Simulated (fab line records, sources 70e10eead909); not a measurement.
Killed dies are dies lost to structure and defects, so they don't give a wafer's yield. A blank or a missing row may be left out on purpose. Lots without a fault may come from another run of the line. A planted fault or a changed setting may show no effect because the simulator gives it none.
Chamber matching | flow nand_harc | NHARC_A_STAIRCASE_TRIM_187 on rie_diel-01: 4 sister chambers
The step chemistry O2, time 211.2 s. 4 wafers are shown with their chamber, then 9 later ones without.

WAFERS WITH THEIR CHAMBER
wafer  | chamber | showerhead_plenum_p_Torr (Torr)
L083.3 | 2       | 3.28
L083.2 | 1       | 3.33
L083.4 | 0       | 3.55
L083.6 | 3       | 3.77

WAFERS WITHOUT THEIR CHAMBER
wafer  | showerhead_plenum_p_Torr (Torr)
L085.1 | 3.33
L085.2 | 3.55
L085.3 | 3.28
L089.1 | 3.27
L089.3 | 3.76
L089.6 | 3.27
L094.1 | 3.75
L094.2 | 3.54
L094.4 | 3.32

WHICH CHAMBER EACH WENT THROUGH
wafer  | from the rows above | in truth
L085.1 | 1                   | 1
L085.2 | 0                   | 0
L085.3 | 2                   | 2
L089.1 | 2                   | 2
L089.3 | 3                   | 3
L089.6 | 2                   | 2
L094.1 | 3                   | 3
L094.2 | 0                   | 0
L094.4 | 1                   | 1
Placed correctly: 9 of 9. Can't be placed from these rows: 0. Placed wrongly: 0.
How it was worked out, from the rows above alone: a wafer's distance from a chamber is the root of the sum, over the readings, of the square of ((its reading less the chamber's mean) divided by the reading's scatter). The wafer belongs to the nearest chamber; if the next one is less than 2 further off, it can't be placed. A chamber's mean is the mean of its shown wafers. The scatter: with one shown wafer a chamber, the root of the mean of the squares of how far each hidden wafer lies from its nearest shown one.
